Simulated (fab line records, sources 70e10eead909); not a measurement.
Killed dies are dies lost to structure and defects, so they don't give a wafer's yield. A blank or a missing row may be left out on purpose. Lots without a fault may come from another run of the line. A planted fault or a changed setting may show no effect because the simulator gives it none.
Chamber matching | flow nand_harc | NHARC_A_CHANNEL_FILL_D1_ETCHBACK_19 on rie_si-06: 4 sister chambers
The step etches the open film in HBr/Cl2, target depth 5 nm, time 1.7 s. 18 wafers are shown with their chamber, then 9 later ones without.

WAFERS WITH THEIR CHAMBER
wafer  | chamber | drypump_motor_current_A (A) | he_backside_leak_sccm (sccm) | oes_product_au (a.u.)
L074.1 | 0       | 5.4                         | 2.73                         | 0.994
L074.2 | 3       | 6.0                         | 2.80                         | 1.012
L074.6 | 2       | 5.1                         | 2.64                         | 0.998
L078.1 | 0       | 5.4                         | 2.46                         | 0.986
L078.3 | 2       | 5.1                         | 2.83                         | 0.996
L078.6 | 2       | 5.1                         | 2.82                         | 0.998
L079.4 | 1       | 5.4                         | 2.35                         | 1.014
L079.5 | 0       | 5.4                         | 2.46                         | 0.999
L079.6 | 1       | 5.4                         | 2.46                         | 1.009
L080.1 | 3       | 6.0                         | 2.80                         | 0.987
L080.2 | 0       | 5.4                         | 2.41                         | 1.000
L080.5 | 2       | 5.1                         | 2.83                         | 0.993
L083.1 | 0       | 5.4                         | 2.55                         | 1.004
L083.3 | 1       | 5.3                         | 2.32                         | 1.012
L083.6 | 0       | 5.4                         | 2.88                         | 1.006
L087.1 | 2       | 5.1                         | 2.73                         | 0.997
L087.5 | 2       | 5.1                         | 2.68                         | 0.991
L087.6 | 3       | 5.9                         | 2.82                         | 0.988

SIGNATURES (means of the wafers above)
reading                 | chamber 0 | chamber 1 | chamber 2 | chamber 3 | scatter within a chamber
drypump_motor_current_A | 5.400     | 5.367     | 5.100     | 5.967     | 0.0309
he_backside_leak_sccm   | 2.5817    | 2.3767    | 2.7550    | 2.8067    | 0.125
oes_product_au          | 0.99817   | 1.01167   | 0.99550   | 0.99567   | 0.00717
Rule: a wafer's distance from a chamber is the root of the sum, over the readings, of the square of ((its reading less the chamber's mean) divided by the reading's scatter). The wafer belongs to the nearest chamber; if the next one is less than 2 further off, it can't be placed. The scatter: the root of (the sum of the squares of (reading less its chamber's mean) over the shown wafers, divided by (wafers less chambers)).

WAFERS WITHOUT THEIR CHAMBER
wafer  | drypump_motor_current_A (A) | he_backside_leak_sccm (sccm) | oes_product_au (a.u.)
L092.1 | 6.0                         | 2.82                         | 0.992
L092.3 | 6.0                         | 2.80                         | 1.005
L092.4 | 5.4                         | 2.62                         | 1.002
L093.1 | 5.4                         | 2.40                         | 1.023
L093.3 | 5.1                         | 2.82                         | 0.993
L093.4 | 5.4                         | 2.44                         | 1.016
L097.2 | 5.3                         | 2.33                         | 1.004
L097.3 | 5.4                         | 2.67                         | 1.004
L097.4 | 5.1                         | 2.77                         | 0.998

WHICH CHAMBER EACH WENT THROUGH
wafer  | from the rows above     | in truth
L092.1 | 3                       | 3
L092.3 | 3                       | 3
L092.4 | can't be placed: 0 or 1 | 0
L093.1 | can't be placed: 1 or 0 | 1
L093.3 | 2                       | 2
L093.4 | can't be placed: 1 or 0 | 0
L097.2 | can't be placed: 1 or 0 | 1
L097.3 | can't be placed: 0 or 1 | 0
L097.4 | 2                       | 2
Placed correctly: 4 of 9. Can't be placed from these rows: 5 (the true chamber is among the candidates in 5). Placed wrongly: 0.
